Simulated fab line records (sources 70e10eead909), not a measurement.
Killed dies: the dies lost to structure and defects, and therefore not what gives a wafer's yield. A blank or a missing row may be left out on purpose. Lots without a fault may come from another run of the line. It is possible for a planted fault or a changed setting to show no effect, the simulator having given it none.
Matching of chambers + flow nandHarc + 4 sister chambers for NHARC_P_BONDPAD_CMP_32 on cmp-01
The step polishes SiCN, target thk 200 nm. 14 wafers are shown with their chamber, then 7 later ones without.

== WAFERS WITH THEIR CHAMBER ==
| wafer  | chamber | motorCurrentA (A) | retainingRingPressureFrac |
|--------|---------|-------------------|---------------------------|
| L075.1 | 0       | 12.6              | 1.005                     |
| L075.2 | 3       | 12.1              | 0.993                     |
| L075.4 | 1       | 12.8              | 0.997                     |
| L078.1 | 2       | 11.2              | 1.004                     |
| L078.4 | 3       | 11.3              | 1.001                     |
| L078.6 | 1       | 11.4              | 0.998                     |
| L080.3 | 2       | 12.1              | 0.997                     |
| L080.5 | 0       | 12.8              | 0.988                     |
| L080.6 | 1       | 12.3              | 1.001                     |
| L086.1 | 0       | 12.2              | 0.995                     |
| L086.2 | 3       | 12.3              | 1.001                     |
| L086.6 | 3       | 10.3              | 0.998                     |
| L089.3 | 3       | 11.4              | 0.998                     |
| L089.4 | 2       | 11.6              | 1.000                     |

SIGNATURES, as means of the wafers listed above
| reading                   | chamber 0 | chamber 1 | chamber 2 | chamber 3 | scatter within a chamber |
|---------------------------|-----------|-----------|-----------|-----------|--------------------------|
| motorCurrentA             | 12.533    | 12.167    | 11.633    | 11.480    | 0.639                    |
| retainingRingPressureFrac | 0.99600   | 0.99867   | 1.00033   | 0.99820   | 0.00471                  |
Rule: for each reading, subtract the chamber's mean from the wafer's reading, divide by that reading's scatter and square the result; add these up over the readings and take the root, which gives the wafer's distance from the chamber. If the next closest chamber is less than 2 further off than the closest, the wafer can't be placed; otherwise it belongs to the closest. The scatter: the root of (the sum of the squares of (reading less its chamber's mean) over the shown wafers, divided by (wafers less chambers)).

== WAFERS MISSING THEIR CHAMBER ==
| wafer  | motorCurrentA (A) | retainingRingPressureFrac |
|--------|-------------------|---------------------------|
| L089.5 | 11.9              | 0.998                     |
| L091.2 | 11.4              | 1.005                     |
| L091.4 | 12.9              | 1.004                     |
| L091.6 | 12.9              | 1.002                     |
| L090.1 | 12.9              | 1.009                     |
| L090.5 | 11.8              | 1.003                     |
| L090.6 | 12.7              | 0.998                     |

== EACH ONE'S CHAMBER ==
| wafer  | from the rows above               | in truth |
|--------|-----------------------------------|----------|
| L089.5 | can't be placed: 1 or 2 or 3 or 0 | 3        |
| L091.2 | can't be placed: 2 or 3 or 1 or 0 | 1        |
| L091.4 | can't be placed: 1 or 0 or 2 or 3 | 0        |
| L091.6 | can't be placed: 1 or 0 or 2 or 3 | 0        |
| L090.1 | can't be placed: 1 or 2 or 0 or 3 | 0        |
| L090.5 | can't be placed: 2 or 1 or 3 or 0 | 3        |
| L090.6 | can't be placed: 0 or 1 or 2 or 3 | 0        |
0 of 7 placed correctly. From these rows, 7 cannot be placed; in 7 the true chamber is one of the candidates. Placed wrongly: 0.
